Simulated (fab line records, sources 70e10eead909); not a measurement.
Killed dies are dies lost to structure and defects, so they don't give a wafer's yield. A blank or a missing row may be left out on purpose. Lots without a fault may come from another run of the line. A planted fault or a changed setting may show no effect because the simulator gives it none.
Chamber matching | flow nand_harc | NHARC_P_ZERO_WELL_ETCH_65 on rie_diel-02: 4 sister chambers
The step etches the open film in N2/H2, target depth 80 nm, overetch 24 nm, time 87.88 s. 4 wafers are shown with their chamber, then 7 later ones without.

WAFERS WITH THEIR CHAMBER
wafer  | chamber | drypump_motor_current_A (A)
L677.2 | 1       | 6.0
L679.1 | 2       | 4.8
L688.3 | 3       | 5.6
L688.5 | 0       | 6.2

WAFERS WITHOUT THEIR CHAMBER
wafer  | drypump_motor_current_A (A)
L688.6 | 5.6
L690.2 | 6.2
L690.4 | 4.9
L690.5 | 5.6
L691.1 | 5.6
L691.3 | 6.0
L691.4 | 6.3

WHICH CHAMBER EACH WENT THROUGH
wafer  | from the rows above | in truth
L688.6 | 3                   | 3
L690.2 | 0                   | 0
L690.4 | 2                   | 2
L690.5 | 3                   | 3
L691.1 | 3                   | 3
L691.3 | 1                   | 1
L691.4 | 0                   | 0
Placed correctly: 7 of 7. Can't be placed from these rows: 0. Placed wrongly: 0.
How it was worked out, from the rows above alone: a wafer's distance from a chamber is the root of the sum, over the readings, of the square of ((its reading less the chamber's mean) divided by the reading's scatter). The wafer belongs to the nearest chamber; if the next one is less than 2 further off, it can't be placed. A chamber's mean is the mean of its shown wafers. The scatter: with one shown wafer a chamber, the root of the mean of the squares of how far each hidden wafer lies from its nearest shown one.
